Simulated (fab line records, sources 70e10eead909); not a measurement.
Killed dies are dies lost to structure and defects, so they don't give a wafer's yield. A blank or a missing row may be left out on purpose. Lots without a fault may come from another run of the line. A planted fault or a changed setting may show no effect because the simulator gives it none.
Chamber matching | flow nand_harc | NHARC_A_CONTACT_DESCUM_13 on rie_diel-13: 4 sister chambers
The step chemistry O2, time 3 s. 8 wafers are shown with their chamber, then 12 later ones without.

WAFERS WITH THEIR CHAMBER
wafer  | chamber | drypump_motor_current_A (A) | showerhead_plenum_p_Torr (Torr)
L082.5 | 0       | 5.7                         | 1.77
L087.2 | 1       | 5.5                         | 1.99
L085.2 | 2       | 5.8                         | 1.89
L085.5 | 3       | 5.9                         | 1.93
L085.6 | 0       | 5.6                         | 2.08
L089.3 | 3       | 5.8                         | 1.92
L089.5 | 2       | 5.8                         | 1.88
L089.6 | 1       | 5.6                         | 1.99

WAFERS WITHOUT THEIR CHAMBER
wafer  | drypump_motor_current_A (A) | showerhead_plenum_p_Torr (Torr)
L092.1 | 5.8                         | 1.88
L092.3 | 5.8                         | 1.92
L092.4 | 5.7                         | 2.07
L094.1 | 5.6                         | 1.99
L094.3 | 5.9                         | 1.88
L094.6 | 5.7                         | 2.07
L093.1 | 5.9                         | 1.92
L093.3 | 5.6                         | 1.99
L093.4 | 5.7                         | 2.07
L096.1 | 5.7                         | 2.07
L096.2 | 5.6                         | 1.99
L096.3 | 5.8                         | 1.88

WHICH CHAMBER EACH WENT THROUGH
wafer  | from the rows above               | in truth
L092.1 | can't be placed: 2 or 3           | 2
L092.3 | can't be placed: 2 or 3           | 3
L092.4 | can't be placed: 0 or 2 or 1 or 3 | 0
L094.1 | can't be placed: 1 or 0           | 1
L094.3 | can't be placed: 3 or 2           | 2
L094.6 | can't be placed: 0 or 2 or 1 or 3 | 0
L093.1 | can't be placed: 3 or 2           | 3
L093.3 | can't be placed: 1 or 0           | 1
L093.4 | can't be placed: 0 or 2 or 1 or 3 | 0
L096.1 | can't be placed: 0 or 2 or 1 or 3 | 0
L096.2 | can't be placed: 1 or 0           | 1
L096.3 | can't be placed: 2 or 3           | 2
Placed correctly: 0 of 12. Can't be placed from these rows: 12 (the true chamber is among the candidates in 12). Placed wrongly: 0.
How it was worked out, from the rows above alone: a wafer's distance from a chamber is the root of the sum, over the readings, of the square of ((its reading less the chamber's mean) divided by the reading's scatter). The wafer belongs to the nearest chamber; if the next one is less than 2 further off, it can't be placed. A chamber's mean is the mean of its shown wafers. The scatter: the root of (the sum of the squares of (reading less its chamber's mean) over the shown wafers, divided by (wafers less chambers)).
